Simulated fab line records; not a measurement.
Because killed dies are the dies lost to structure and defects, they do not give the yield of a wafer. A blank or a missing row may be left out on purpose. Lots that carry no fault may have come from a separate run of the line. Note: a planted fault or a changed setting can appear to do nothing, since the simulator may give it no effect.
Split-lot trial | flow n5 finfet | route with 1938 steps; 7 lots, 21 wafers read

== THE SPLIT ITSELF ==
At N5_MIM_BOT_ETCH_ETCH_03 (etches the open film in Cl2/BCl3, target depth 12 nm), the setting icp w was moved away from the recipe's 800 W on 4 of the 21 wafers read, by -17.0% to +7.5%. This setting was run at the recipe's value on the other wafers.

No step appears in the file between the split and the reading.

== THE READING ==
MIM_BOT_ETCH.cd offset nm (the simulator's own value, which no gauge read), in nm, at N5_MIM_BOT_ETCH_ETCH_00 (etches TiN in Cl2/BCl3, target depth 45.5 nm). There is no usual value for it anywhere in the file. The 17 wafers here that ran the recipe average -0.0 nm, standard deviation 0.42 nm.

wafer  | tool, chamber at the split | icp w as run, W | against the recipe | MIM_BOT_ETCH.cd offset nm, nm | against lot-mates on the recipe
L080.1 | rie metal-03, 1            | 800             | recipe             | -0.2                          | -
L080.3 | rie metal-03, 1            | 800             | recipe             | 0                             | -
L080.6 | rie metal-03, 1            | 800             | recipe             | 0.2                           | -
L081.1 | rie metal-02, 0            | 800             | recipe             | 0.4                           | -
L081.6 | rie metal-02, 0            | 800             | recipe             | 0.4                           | -
L081.4 | rie metal-02, 0            | 800             | recipe             | 0.2                           | -
L082.2 | rie metal-01, 0            | 800             | recipe             | -0.8                          | -
L082.4 | rie metal-01, 0            | 800             | recipe             | -0.8                          | -
L082.5 | rie metal-01, 0            | 800             | recipe             | -0.8                          | -
L083.4 | rie metal-02, 1            | 800             | recipe             | 0                             | -
L083.5 | rie metal-02, 1            | 840.4           | +5.0%              | -0.6                          | -0.7
L083.6 | rie metal-02, 0            | 800             | recipe             | 0.2                           | -
L089.2 | rie metal-03, 0            | 800             | recipe             | 0.2                           | -
L089.3 | rie metal-03, 1            | 860.1           | +7.5%              | -0.2                          | -0.5
L089.4 | rie metal-03, 0            | 800             | recipe             | 0.4                           | -
L093.1 | rie metal-03, 1            | 800             | recipe             | 0                             | -
L093.4 | rie metal-03, 0            | 800             | recipe             | 0.2                           | -
L093.5 | rie metal-03, 0            | 800             | recipe             | 0.4                           | -
L094.2 | rie metal-02, 1            | 664             | -17.0%             | 0.8                           | +1.2
L094.3 | rie metal-02, 1            | 800             | recipe             | -0.4                          | -
L094.6 | rie metal-02, 0            | 664             | -17.0%             | 1                             | +1.4

FIT RESULTS
A straight line over all 21 wafers: MIM_BOT_ETCH.cd offset nm changes by -0.0541 nm for each +1% of icp w; r = -0.61; the points scatter about the line by 0.4 nm.
The same after taking each lot's own level away (the mean of its wafers on the recipe; 21 wafers): -0.0785 nm for each +1%; r = -0.96; scatter 0.13 nm.
The reading moves by 1.3 nm for the largest change in icp w, on that fit.
Across the lots, their own levels run from -0.80 to 0.33 nm, a range of 2.7 times the standard deviation given above.
So the lot-to-lot level blurs the effect unless lot-mates are compared.
Check: with one of the wafers moved furthest among these (-17.0%) left out of the fit, the line predicts +1.42 nm for it against its lot-mates. Against them it came out at +1.2 nm.

== OTHER SPLITS ON THESE WAFERS ==
Before the reading, these wafers also passed through other splits. Each is held against what the fit with the lots' levels taken away leaves over:
other split on the same wafers     | wafers away from the commonest value | r with MIM_BOT_ETCH.cd offset nm (lot level and that fit taken away)
N5_MIM_BOT_LITHO_PEB_06 peb time s | as run: not given for these wafers   | -

== THE WHOLE CHAIN: every reading that the file lists as answering this split, in the file's order ==
step                    | what it does                                         | reading                                                                    | change (the file's fit)                | r (the file's)
N5_MIM_BOT_ETCH_ETCH_03 | etches the open film in Cl2/BCl3, target depth 12 nm | etch.depth nm (the simulator's own value, which no gauge read)             | +0.124 nm for each +1% of the setting  | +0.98
N5_MIM_BOT_ETCH_ETCH_03 | etches the open film in Cl2/BCl3, target depth 12 nm | MIM_BOT_ETCH.cd offset nm (the simulator's own value, which no gauge read) | -0.0634 nm for each +1% of the setting | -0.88
N5_MIM_BOT_ETCH_ETCH_00 | etches TiN in Cl2/BCl3, target depth 45.5 nm         | MIM_BOT_ETCH.cd offset nm (the simulator's own value, which no gauge read) | -0.0792 nm for each +1% of the setting | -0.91

== FILE'S OWN FIT ==
MIM_BOT_ETCH.cd offset nm changes by -0.0792 nm for each +1% of icp w, r = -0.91.
